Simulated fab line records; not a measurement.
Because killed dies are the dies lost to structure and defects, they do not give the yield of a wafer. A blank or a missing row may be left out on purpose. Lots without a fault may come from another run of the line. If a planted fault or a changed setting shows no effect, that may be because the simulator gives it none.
fab line records	flow nandHarc
record lots=24	wafers=72	lastDay=33
route steps=1302 shown P_CONTACT@247 P_M0@278 P_M1@303 P_M2@341
lots untouched by any fault: they come from a run of this same line in which no faults occurred
startH: hours from the record's opening day to when the first of the lot's shown wafers began	waitH: time in hours since the lot's previous step	" the same as in the row above	L1.1+2: a single row standing in for several wafers	- no value, or no start given	* or withheld: withheld	< > ~ a bound
route shown NAME@n: NAME is a module with steps in the file, n the number in the route of the first one	usual: average and standard deviation across the fault-free wafers	same: alike in all rows	chamber/n: place in a boat	sites: the reading at each site	_std_site: how widely they spread, as a standard deviation	_edge_site: inner sites' mean taken away from outer sites' mean	radiusMm: for every site, how far away it sits from the centre of the wafer	mask NAME#n: copy n	behind: the last tool/chamber to shape the wafer	hold: what put the lot on hold/how long, in hours/how the hold closed	device: which transistor (n, p or np) failed to switch	end of line: tests of these same wafers at the route's end	step lacking rows: just its recipe	killed: dies that structure and defects cost at the first sort, which is not the same as the wafer's yield	map: shows each die of a wafer: x if killed, . if not, _ if none is there
set.NAME: the setting as run; set.NAME@STEP: as run at that earlier step	model.NAME: the simulator's own value behind a step, which no gauge read
route steps across a sampled set of lots; one table per step, one row per wafer
services: a tool's chamber out of use, with start hour (startH, from the record's first day; less than 0 if before it), hours out, and reason
## steps
# step NHARC_P_CONTACT_ALD_22
# recipe targetThkA=30	pulseTimeS=1	aldCycles=150	tempC=450	material=TiN
# usual heaterPowerOuterW=665/53	heaterPowerW=1063/93	precursorPulseHeightRel=0.996/0.02
# same aldCycles=150
lot.wafer	tool	chamber	startH	waitH	heaterPowerOuterW	heaterPowerW	precursorPulseHeightRel
L074.2	aldMetal-01	1	122.03	-	691	1115	1.023
L074.1	"	3	"	"	690	1050	1.036
L074.5	"	1	"	"	698	1128	1.000
L075.4	aldMetal-02	0	122.21	-	606	977	0.989
L075.2	"	1	"	"	760	1147	1.005
L075.5	"	0	"	"	591	963	1.016
L076.3	aldMetal-02	2	134.41	-	702	1063	0.988
L076.4	"	1	"	"	756	1145	0.999
L076.5	"	2	"	"	697	1074	0.982
L077.3	aldMetal-01	3	147.55	-	686	1068	0.978
L077.2	"	2	"	"	596	927	0.999
L077.5	"	3	"	"	661	1054	1.024
L078.1	aldMetal-02	1	157.33	-	759	1144	0.991
L078.2	"	2	"	"	692	1071	1.001
L078.5	"	1	"	"	748	1163	1.006
L079.3	aldMetal-02	2	166.82	-	716	1057	0.991
L079.1	"	3	"	"	638	1094	0.973
L079.4	"	1	"	"	733	1106	0.969
L080.3	aldMetal-01	1	180.32	-	651	1016	1.004
L080.6	"	3	"	"	662	1048	0.995
L080.5	"	0	"	"	649	1039	0.979
L081.1	aldMetal-01	2	185.95	-	609	960	0.996
L081.3	"	3	"	"	671	1053	1.016
L081.2	"	0	"	"	627	1024	0.986
L082.3	aldMetal-04	0	202.17	-	729	1143	1.011
L082.5	"	1	"	"	740	1275	1.005
L082.4	"	2	"	"	664	1054	0.991
L083.4	aldMetal-01	2	207.54	-	619	958	1.020
L083.2	"	3	"	"	682	1056	1.029
L083.6	"	1	"	"	662	1038	1.015
L084.2	aldMetal-01	1	224.27	-	648	1046	0.983
L084.4	"	3	"	"	677	1037	0.988
L084.6	"	2	"	"	622	946	1.029
L085.4	aldMetal-01	3	226.38	-	672	1054	0.966
L085.5	"	1	"	"	654	1053	0.999
L085.6	"	2	"	"	609	944	0.982
L086.3	aldMetal-04	0	237.57	-	731	1179	1.003
L086.4	"	1	"	"	761	1256	1.031
L086.6	"	3	"	"	656	1085	1.000
L087.2	aldMetal-01	3	248.87	-	672	1026	1.000
L087.6	"	0	"	"	637	1028	1.004
L087.5	"	1	"	"	630	1062	0.962
L088.4	aldMetal-04	2	267.05	-	676	1031	1.015
L088.1	"	1	"	"	758	1321	0.999
L088.5	"	3	"	"	648	1051	0.993
L089.3	aldMetal-01	2	267.52	-	611	950	0.971
L089.1	"	3	"	"	679	1034	0.993
L089.6	"	1	"	"	635	1040	0.997
L090.3	aldMetal-02	3	284.51	-	605	1030	0.979
L090.4	"	2	"	"	647	987	1.029
L090.5	"	3	"	"	594	1043	0.998
L091.2	aldMetal-02	0	293.84	-	573	1007	1.004
L091.3	"	3	"	"	605	1068	0.999
L091.6	"	0	"	"	585	988	0.985
L092.1	aldMetal-04	0	294.30	-	732	1147	0.982
L092.3	"	1	"	"	766	1337	0.992
L092.6	"	0	"	"	720	1152	0.975
L093.3	aldMetal-04	0	307.80	-	732	1159	0.997
L093.4	"	3	"	"	664	1061	0.991
L093.5	"	1	"	"	781	1331	0.998
L094.1	aldMetal-01	2	320.39	-	622	944	1.018
L094.2	"	3	"	"	669	1026	1.001
L094.5	"	1	"	"	671	1050	0.992
L095.2	aldMetal-04	0	327.59	-	734	1136	0.996
L095.3	"	1	"	"	784	1352	1.022
L095.5	"	1	"	"	790	1341	0.957
L096.3	aldMetal-01	3	342.65	0.1	677	1034	1.037
L096.6	"	2	"	"	624	961	0.975
L096.5	"	3	"	"	675	1043	0.973
L097.4	aldMetal-04	0	346.63	-	721	1163	1.022
L097.3	"	1	"	"	816	1349	1.027
L097.6	"	2	"	"	624	1022	0.996
# step NHARC_P_M0_CMP_23
# recipe tOverpolishS=20	targetThkNm=117.54
# usual motorCurrentA=11.7/1.2	timeToEndpointS=29.6/2.7
lot.wafer	tool	chamber	startH	waitH	motorCurrentA	timeToEndpointS
L074.1	cmp-02	1	126.43	-	9.8	30.5
L074.2	"	2	"	"	14.2	29.9
L074.5	"	0	"	"	10.9	33.1
L075.4	cmp-04	2	126.57	-	10.0	30.3
L075.2	"	3	"	"	13.9	25.2
L075.5	"	2	"	"	9.8	31.4
L076.3	cmp-01	1	139.03	-	12.1	32.2
L076.4	"	2	"	"	12.4	32.7
L076.5	"	0	"	"	11.3	34.0
L077.2	cmp-02	1	151.93	-	10.4	31.3
L077.3	"	2	"	"	13.6	25.1
L077.5	"	1	"	"	9.8	29.4
L078.1	cmp-01	3	161.71	-	12.3	27.0
L078.2	"	0	"	"	11.0	32.5
L078.5	"	1	"	"	11.5	30.2
L079.4	cmp-01	3	172.64	-	12.1	25.3
L079.1	"	0	"	"	11.1	30.6
L079.3	"	2	"	"	12.5	27.5
L080.3	cmp-01	2	184.87	-	12.9	31.0
L080.5	"	0	"	"	11.1	36.0
L080.6	"	1	"	"	11.9	33.3
L081.2	cmp-01	1	190.56	-	12.1	26.8
L081.3	"	2	"	"	12.4	26.3
L081.1	"	3	"	"	11.7	23.9
L082.4	cmp-01	1	206.54	-	12.1	29.4
L082.3	"	3	"	"	12.1	25.6
L082.5	"	1	"	"	11.6	28.9
L083.4	cmp-02	2	211.98	-	13.8	25.0
L083.2	"	3	"	"	13.2	28.3
L083.6	"	0	"	"	11.0	30.5
L084.4	cmp-04	2	228.53	-	9.5	33.9
L084.2	"	0	"	"	10.7	28.7
L084.6	"	1	"	"	10.5	29.5
L085.4	cmp-02	1	230.62	-	10.2	30.5
L085.6	"	3	"	"	13.4	31.2
L085.5	"	0	"	"	11.0	28.1
L086.4	cmp-04	2	241.94	-	10.1	35.4
L086.3	"	1	"	"	10.5	32.0
L086.6	"	2	"	"	9.8	35.3
L087.2	cmp-01	0	253.11	-	10.3	34.1
L087.5	"	0	"	"	11.2	32.7
L087.6	"	1	"	"	12.7	30.8
L088.1	cmp-01	1	271.43	-	11.8	29.6
L088.4	"	3	"	"	11.5	27.3
L088.5	"	0	"	"	11.0	32.5
L089.3	cmp-01	2	272.12	-	12.3	30.1
L089.1	"	3	"	"	11.8	26.3
L089.6	"	0	"	"	11.1	32.0
L090.3	cmp-01	1	289.32	-	11.7	26.8
L090.4	"	2	"	"	12.2	25.3
L090.5	"	3	"	"	12.1	22.5
L091.2	cmp-02	3	298.51	-	13.9	30.5
L091.3	"	2	"	"	13.2	25.5
L091.6	"	3	"	"	13.4	28.3
L092.1	cmp-01	0	298.64	-	11.1	32.2
L092.3	"	2	"	"	11.9	27.0
L092.6	"	1	"	"	12.0	27.9
L093.3	cmp-04	0	312.10	-	10.8	29.0
L093.4	"	1	"	"	11.1	28.7
L093.5	"	0	"	"	9.9	28.5
L094.1	cmp-01	1	324.80	-	11.5	29.2
L094.2	"	2	"	"	12.4	28.6
L094.5	"	3	"	"	11.9	26.4
L095.2	cmp-01	3	332.11	-	12.0	29.5
L095.3	"	1	"	"	12.4	31.7
L095.5	"	3	"	"	12.5	27.0
L096.3	cmp-01	0	360.04	-	10.8	35.7
L096.5	"	2	"	"	12.3	30.4
L096.6	"	3	"	"	11.9	29.2
L097.3	cmp-04	0	361.14	-	11.3	25.9
L097.4	"	3	"	"	13.4	27.7
L097.6	"	0	"	"	11.4	29.4
# step NHARC_P_M1_ETCH_28
# recipe targetDepthA=300	overEtchFrac=0.3	timeS=72.99	ionEnergyEv=150	cf4FlowSccm=50	n2FlowSccm=100	arFlowSccm=150	rfW=300	biasW=100	chemistry=CF4/N2
# usual chamberPressureMTorr=30.000/0.027	drypumpMotorCurrentA=5.7/0.38	oesProductAu=1.001/0.011	rfVppV=314.7/1.8	showerheadPlenumPTorr=2.65/0.097	throttleValvePct=19.795/0.0086
lot.wafer	tool	chamber	startH	waitH	chamberPressureMTorr	drypumpMotorCurrentA	oesProductAu	rfHoursCounterH	rfVppV	showerheadPlenumPTorr	throttleValvePct
L074.2	rieDiel-07	1	-	-	30.009	5.9	0.976	0	314.2	2.63	19.796
L074.1	"	2	"	"	29.999	6.2	0.986	0	318.0	2.77	19.808
L074.5	"	0	"	"	29.986	6.4	0.988	-	313.0	2.55	19.789
L075.4	rieDiel-05	3	-	-	30.009	5.4	1.012	5	312.2	2.56	19.787
L075.2	"	0	"	"	29.995	5.5	1.004	5	313.2	2.58	19.796
L075.5	"	2	"	"	30.022	5.8	0.996	-	311.8	2.49	19.797
L076.4	rieDiel-05	2	-	-	30.016	5.8	0.995	6	311.5	2.49	19.787
L076.3	"	3	"	"	30.018	5.5	1.029	6	313.1	2.56	19.790
L076.5	"	0	"	"	29.999	5.5	0.999	-	313.8	2.58	19.801
L077.3	rieDiel-07	3	-	-	29.955	4.9	0.987	8	316.5	2.75	19.799
L077.2	"	1	"	"	29.931	5.9	0.991	8	313.4	2.63	19.787
L077.5	"	3	"	"	29.987	4.9	0.993	-	316.8	2.75	19.793
L078.2	rieDiel-05	3	-	-	30.049	5.4	1.016	7	314.3	2.56	19.792
L078.1	"	0	"	"	30.031	5.5	0.999	7	314.1	2.58	19.803
L078.5	"	3	"	"	29.993	5.4	1.026	-	315.3	2.56	19.795
L079.4	rieDiel-11	0	-	-	30.060	5.5	1.007	7	313.8	2.65	19.801
L079.3	"	2	"	"	30.040	5.2	0.999	8	317.5	2.75	19.793
L079.1	"	3	"	"	29.991	6.0	1.001	8	316.7	2.76	19.785
L080.3	rieDiel-11	0	-	-	30.024	5.5	1.010	9	315.7	2.64	19.796
L080.6	"	3	"	"	29.942	6.0	1.006	-	316.2	2.76	19.805
L080.5	"	0	"	"	29.981	5.5	1.009	-	314.5	2.64	19.789
L081.2	rieDiel-07	3	-	-	29.966	4.9	0.987	23	316.5	2.74	19.800
L081.3	"	0	"	"	30.001	6.3	0.980	24	313.1	2.54	19.801
L081.1	"	1	"	"	29.997	5.9	0.992	25	313.5	2.62	19.784
L082.4	rieDiel-05	2	-	-	30.023	5.8	1.004	10	310.3	2.49	19.794
L082.3	"	0	"	"	29.939	5.5	1.016	10	315.0	2.58	19.788
L082.5	"	2	"	"	29.993	5.8	1.010	-	312.6	2.49	19.788
L083.2	rieDiel-07	3	-	-	29.985	5.0	0.985	30	316.6	2.74	19.798
L083.4	"	1	"	"	30.029	5.9	0.988	30	313.8	2.62	19.794
L083.6	"	3	"	"	29.985	4.9	0.991	-	316.0	2.74	19.790
L084.2	rieDiel-07	0	-	-	29.999	6.3	1.005	37	313.4	2.54	19.800
L084.4	"	1	"	"	29.994	5.9	1.011	34	313.1	2.62	19.779
L084.6	"	1	"	"	30.010	5.9	1.000	-	314.3	2.62	19.784
L085.6	rieDiel-07	1	-	-	30.045	5.9	0.991	-	313.2	2.62	19.799
L085.5	"	2	"	"	29.997	6.1	0.998	-	315.0	2.75	19.782
L085.4	"	0	"	"	30.010	6.4	0.992	-	314.4	2.54	19.786
L086.3	rieDiel-11	3	-	-	30.047	6.0	1.013	14	316.3	2.76	19.786
L086.4	"	1	"	"	30.035	6.0	1.014	15	317.4	2.76	19.790
L086.6	"	0	"	"	30.016	5.5	1.011	-	312.5	2.64	19.798
L087.2	rieDiel-05	2	-	-	30.037	5.9	1.013	2	312.7	2.49	19.797
L087.5	"	2	"	"	30.009	5.9	1.016	-	312.6	2.48	19.797
L087.6	"	3	"	"	30.030	5.4	1.009	-	313.8	2.56	19.802
L088.4	rieDiel-11	2	-	-	29.998	5.2	1.004	1	317.4	2.74	19.792
L088.1	"	0	"	"	30.022	5.5	1.000	1	314.4	2.64	19.800
L088.5	"	2	"	"	29.977	5.2	1.030	-	315.9	2.74	19.783
L089.1	rieDiel-11	1	-	-	30.004	6.0	0.994	1	317.2	2.76	19.789
L089.3	"	3	"	"	30.009	6.0	0.996	1	315.7	2.76	19.797
L089.6	"	1	"	"	29.987	6.0	1.003	-	314.7	2.76	19.799
L090.3	rieDiel-11	1	-	-	29.995	6.0	1.003	3	315.7	2.75	19.794
L090.4	"	3	"	"	30.036	6.0	1.007	3	316.7	2.76	19.812
L090.5	"	1	"	"	30.035	6.0	0.996	-	316.6	2.75	19.790
L091.2	rieDiel-11	3	-	-	29.975	6.0	1.004	4	316.5	2.76	19.802
L091.3	"	1	"	"	30.017	6.0	0.987	4	316.3	2.75	19.789
L091.6	"	3	"	"	29.971	5.9	0.992	-	315.7	2.76	19.778
L092.1	rieDiel-11	1	-	-	29.971	6.0	0.993	4	315.8	2.75	19.792
L092.3	"	2	"	"	30.023	5.2	1.001	4	317.7	2.74	19.786
L092.6	"	2	"	"	29.973	5.2	1.007	-	315.7	2.74	19.798
L093.4	rieDiel-11	2	-	-	29.990	5.2	1.004	5	316.1	2.74	19.797
L093.3	"	3	"	"	30.010	6.0	0.998	5	317.1	2.76	19.803
L093.5	"	2	"	"	30.006	5.2	1.008	-	316.3	2.74	19.798
L094.1	rieDiel-05	3	-	-	30.001	5.4	1.020	8	313.3	2.56	19.777
L094.2	"	2	"	"	30.042	5.9	1.003	8	311.4	2.48	19.787
L094.5	"	0	"	"	29.995	5.5	1.000	-	313.3	2.58	19.801
L095.3	rieDiel-05	3	-	-	30.009	5.4	1.018	9	312.7	2.56	19.790
L095.2	"	0	"	"	29.988	5.5	1.008	8	314.4	2.58	19.792
L095.5	"	0	"	"	29.994	5.5	1.007	-	313.3	2.58	19.797
L097.3	rieDiel-07	2	-	-	30.009	6.1	0.988	18	315.0	2.73	19.803
L097.4	"	3	"	"	29.993	4.9	1.008	19	314.4	2.72	19.790
L097.6	"	1	"	"	30.024	5.9	0.976	-	313.2	2.60	19.808
L096.3	rieDiel-11	1	-	-	29.951	6.0	1.001	9	317.1	2.75	19.805
L096.6	"	3	"	"	29.978	6.0	1.006	-	316.8	2.75	19.795
L096.5	"	0	"	"	29.972	5.5	0.990	-	314.2	2.64	19.800
# step NHARC_P_M1_PRE_CLEAN_32
# recipe timeS=12	tempC=370	rfPowerW=300	gas=NH3
# usual heaterPowerOuterW=360/51	heaterPowerW=616/83
lot.wafer	tool	chamber	startH	waitH	heaterPowerOuterW	heaterPowerW
L074.2	pecvd-03	1	131.08	0.1	408	704
L074.1	"	2	"	"	324	515
L074.5	"	0	"	"	325	579
L075.2	pecvd-03	0	131.42	0.2	366	636
L075.4	"	2	"	"	354	568
L075.5	"	0	"	"	361	625
L076.3	pecvd-04	2	144.05	0.1	362	620
L076.5	"	2	"	"	366	611
L076.4	"	1	"	"	428	686
L077.3	pecvd-01	1	156.64	0.1	394	624
L077.2	"	2	"	"	280	480
L077.5	"	0	"	"	385	635
L078.2	pecvd-01	1	166.49	0.1	324	570
L078.1	"	0	"	"	352	597
L078.5	"	1	"	"	336	577
L079.1	pecvd-03	2	177.51	0.1	327	510
L079.3	"	0	"	"	376	631
L079.4	"	0	"	"	376	640
L080.3	pecvd-01	1	189.41	0.1	382	648
L080.6	"	2	"	"	328	549
L080.5	"	1	"	"	382	652
L081.1	pecvd-04	2	195.20	0.2	374	626
L081.3	"	0	"	"	328	613
L081.2	"	1	"	"	371	618
L082.3	pecvd-03	2	211.25	0.1	329	519
L082.4	"	2	"	"	332	531
L082.5	"	0	"	"	395	681
L083.2	pecvd-04	0	216.62	0.1	318	598
L083.6	"	0	"	"	320	608
L083.4	"	1	"	"	455	728
L084.2	pecvd-04	1	233.19	0.1	403	676
L084.6	"	1	"	"	402	648
L084.4	"	2	"	"	358	603
L085.4	pecvd-04	0	235.41	0.1	265	528
L085.6	"	1	"	"	390	659
L085.5	"	2	"	"	312	545
L086.3	pecvd-03	1	246.51	0.1	427	773
L086.4	"	0	"	"	385	660
L086.6	"	2	"	"	278	452
L087.2	pecvd-04	1	258.09	0.1	417	672
L087.5	"	1	"	"	414	680
L087.6	"	2	"	"	372	636
L088.1	pecvd-03	2	276.13	0.1	311	501
L088.4	"	0	"	"	407	687
L088.5	"	1	"	"	382	702
L089.3	pecvd-03	1	276.76	0.1	452	799
L089.1	"	2	"	"	302	483
L089.6	"	1	"	"	446	785
L090.3	pecvd-03	2	293.96	0.1	333	527
L090.5	"	2	"	"	340	537
L090.4	"	1	"	"	432	775
L091.3	pecvd-03	1	303.28	0.1	442	788
L091.2	"	0	"	"	347	603
L091.6	"	0	"	"	356	615
L092.1	pecvd-01	0	303.39	0.1	376	641
L092.3	"	1	"	"	374	630
L092.6	"	1	"	"	374	628
L093.3	pecvd-04	1	316.90	0.1	370	641
L093.4	"	1	"	"	364	651
L093.5	"	2	"	"	350	599
L094.1	pecvd-01	0	329.62	0.3	382	631
L094.2	"	1	"	"	414	702
L094.5	"	1	"	"	428	676
L095.2	pecvd-01	0	336.81	0.1	408	665
L095.3	"	1	"	"	406	698
L095.5	"	1	"	"	421	684
L097.3	pecvd-04	0	365.87	0.1	297	560
L097.4	"	2	"	"	363	617
L097.6	"	1	"	"	434	696
L096.3	pecvd-03	2	366.07	0.1	282	464
L096.6	"	0	"	"	378	682
L096.5	"	1	"	"	442	761
# step NHARC_P_M2_PVD_21
# recipe targetThkA=300	chamberPressurePa=5	powerW=5000	substrateTempC=30	timeS=20.49	material=Cu
# usual throttleValvePct=30.5/0.82
lot.wafer	tool	chamber	startH	waitH	throttleValvePct
L074.2	pvdSputter-01	-	-	-	31.1
L074.1	"	-	"	"	30.5
L074.5	"	-	"	"	30.3
L075.4	pvdSputter-02	-	-	-	30.1
L075.2	"	-	"	"	30.1
L075.5	"	-	"	"	29.9
L076.3	pvdSputter-03	-	-	-	29.2
L076.4	"	-	"	"	30.2
L076.5	"	-	"	"	29.3
L077.3	pvdSputter-03	-	-	-	29.8
L077.2	"	-	"	"	31.5
L077.5	"	-	"	"	30.1
L078.1	pvdSputter-02	-	-	-	30.0
L078.2	"	-	"	"	30.7
L078.5	"	-	"	"	29.9
L079.3	pvdSputter-02	-	-	-	31.7
L079.4	"	-	"	"	30.1
L079.1	"	-	"	"	29.8
L080.3	pvdSputter-03	-	-	-	31.2
L080.5	"	-	"	"	30.1
L080.6	"	-	"	"	29.9
L081.2	pvdSputter-01	-	-	-	31.5
L081.3	"	-	"	"	30.5
L081.1	"	-	"	"	29.3
L082.3	pvdSputter-03	-	-	-	31.5
L082.4	"	-	"	"	29.5
L082.5	"	-	"	"	29.7
L083.4	pvdSputter-01	-	-	-	30.7
L083.2	"	-	"	"	31.3
L083.6	"	-	"	"	31.1
L084.4	pvdSputter-03	-	-	-	30.1
L084.2	"	-	"	"	29.9
L084.6	"	-	"	"	29.8
L085.4	pvdSputter-02	-	-	-	31.9
L085.6	"	-	"	"	30.1
L085.5	"	-	"	"	30.6
L086.4	pvdSputter-01	-	-	-	30.1
L086.3	"	-	"	"	32.1
L086.6	"	-	"	"	31.3
L087.2	pvdSputter-03	-	-	-	29.7
L087.6	"	-	"	"	30.2
L087.5	"	-	"	"	29.9
L088.1	pvdSputter-02	-	-	-	32.1
L088.4	"	-	"	"	30.3
L088.5	"	-	"	"	29.9
L089.1	pvdSputter-03	-	-	-	29.9
L089.3	"	-	"	"	31.3
L089.6	"	-	"	"	29.8
L090.4	pvdSputter-02	-	-	-	31.5
L090.3	"	-	"	"	30.8
L090.5	"	-	"	"	31.2
L091.3	pvdSputter-01	-	-	-	29.5
L091.2	"	-	"	"	32.2
L091.6	"	-	"	"	31.8
L092.3	pvdSputter-03	-	-	-	29.7
L092.1	"	-	"	"	31.3
L092.6	"	-	"	"	30.1
L093.4	pvdSputter-01	-	-	-	32.0
L093.3	"	-	"	"	31.4
L093.5	"	-	"	"	32.0
L094.2	pvdSputter-01	-	-	-	29.3
L094.1	"	-	"	"	32.4
L094.5	"	-	"	"	29.3
L095.3	pvdSputter-02	-	-	-	30.2
L095.2	"	-	"	"	31.2
L095.5	"	-	"	"	30.3
L097.4	pvdSputter-01	-	-	-	32.0
L097.3	"	-	"	"	29.4
L097.6	"	-	"	"	31.9
L096.3	pvdSputter-03	-	-	-	30.2
L096.5	"	-	"	"	29.6
L096.6	"	-	"	"	30.1
# step NHARC_P_M2_THK_MEAS_24
# recipe thkMeasGauge=xrf
# usual thkNm=144.6/1.4
lot.wafer	tool	chamber	startH	waitH	thkNm
L074.1	filmMetro-02	-	135.03	-	145.0
L074.2	"	-	"	"	145.5
L074.5	"	-	"	"	143.9
L075.2	filmMetro-02	-	135.64	-	144.3
L075.4	"	-	"	"	143.7
L075.5	"	-	"	"	144.6
L076.3	filmMetro-02	-	147.99	-	145.3
L076.4	"	-	"	"	146.7
L076.5	"	-	"	"	146.0
L077.2	filmMetro-02	-	160.54	-	144.3
L077.3	"	-	"	"	143.8
L077.5	"	-	"	"	142.9
L078.1	filmMetro-01	-	170.46	-	146.2
L078.2	"	-	"	"	144.7
L078.5	"	-	"	"	145.6
L079.1	filmMetro-01	-	181.42	-	144.9
L079.3	"	-	"	"	142.4
L079.4	"	-	"	"	144.0
L080.3	filmMetro-01	-	193.17	-	142.9
L080.5	"	-	"	"	144.6
L080.6	"	-	"	"	143.4
L081.1	filmMetro-02	-	199.11	-	143.4
L081.2	"	-	"	"	143.3
L081.3	"	-	"	"	146.7
L082.3	filmMetro-02	-	215.19	-	143.3
L082.4	"	-	"	"	144.4
L082.5	"	-	"	"	144.0
L083.2	filmMetro-02	-	220.42	-	143.5
L083.4	"	-	"	"	144.2
L083.6	"	-	"	"	145.1
L084.2	filmMetro-01	-	237.05	-	146.7
L084.4	"	-	"	"	144.8
L084.6	"	-	"	"	145.9
L085.4	filmMetro-01	-	239.26	-	145.4
L085.5	"	-	"	"	143.5
L085.6	"	-	"	"	147.8
L086.3	filmMetro-01	-	250.41	-	144.6
L086.4	"	-	"	"	143.3
L086.6	"	-	"	"	144.9
L087.2	filmMetro-02	-	262.02	-	143.8
L087.5	"	-	"	"	143.1
L087.6	"	-	"	"	143.7
L088.1	filmMetro-02	-	280.03	-	146.3
L088.4	"	-	"	"	143.2
L088.5	"	-	"	"	144.1
L089.1	filmMetro-02	-	280.71	-	144.1
L089.3	"	-	"	"	145.0
L089.6	"	-	"	"	143.2
L090.3	filmMetro-01	-	298.02	-	145.8
L090.4	"	-	"	"	144.7
L090.5	"	-	"	"	145.0
L091.2	filmMetro-02	-	307.32	-	144.4
L091.3	"	-	"	"	144.1
L091.6	"	-	"	"	143.1
L092.1	filmMetro-01	-	307.49	-	145.6
L092.3	"	-	"	"	145.0
L092.6	"	-	"	"	144.3
L093.3	filmMetro-02	-	320.75	-	147.3
L093.4	"	-	"	"	145.8
L093.5	"	-	"	"	145.2
L094.1	filmMetro-01	-	333.57	-	142.7
L094.2	"	-	"	"	144.4
L094.5	"	-	"	"	143.0
L095.2	filmMetro-01	-	340.59	-	144.3
L095.3	"	-	"	"	145.5
L095.5	"	-	"	"	142.8
L097.3	filmMetro-01	-	369.78	-	143.8
L097.4	"	-	"	"	142.4
L097.6	"	-	"	"	144.8
L096.3	filmMetro-02	-	369.99	-	143.8
L096.5	"	-	"	"	144.1
L096.6	"	-	"	"	145.4
## services
tool	chamber	startH	hours	kind
aldMetal-01	2	100.50	20.9	repair
pvdSputter-03	-	101.93	1.8	repair
rieDiel-11	3	111.33	5.3	repair
cmp-01	-	158.45	2.6	repair
rieDiel-11	0	163.10	4.2	repair
aldMetal-01	-	170.00	10.0	pm
pvdSputter-03	-	170.00	10.0	pm
rieDiel-11	2	170.81	4.5	repair
cmp-01	-	183.92	0.7	repair
pecvd-03	-	185.18	13.0	pm
cmp-01	-	185.67	4.0	pm
pvdSputter-03	-	221.26	2.6	repair
cmp-01	-	245.15	0.9	repair
aldMetal-01	-	247.34	0.8	repair
rieDiel-11	-	255.50	9.0	pm
aldMetal-01	0	262.33	5.6	repair
cmp-01	-	283.67	4.0	pm
aldMetal-01	0	286.29	4.5	repair
pecvd-03	2	327.96	6.3	repair
pecvd-03	1	339.70	24.6	repair
aldMetal-01	-	348.00	10.0	pm
pvdSputter-03	-	348.00	10.0	pm
pecvd-03	0	355.18	8.6	repair
pecvd-03	-	366.40	13.0	pm
## key
fault none
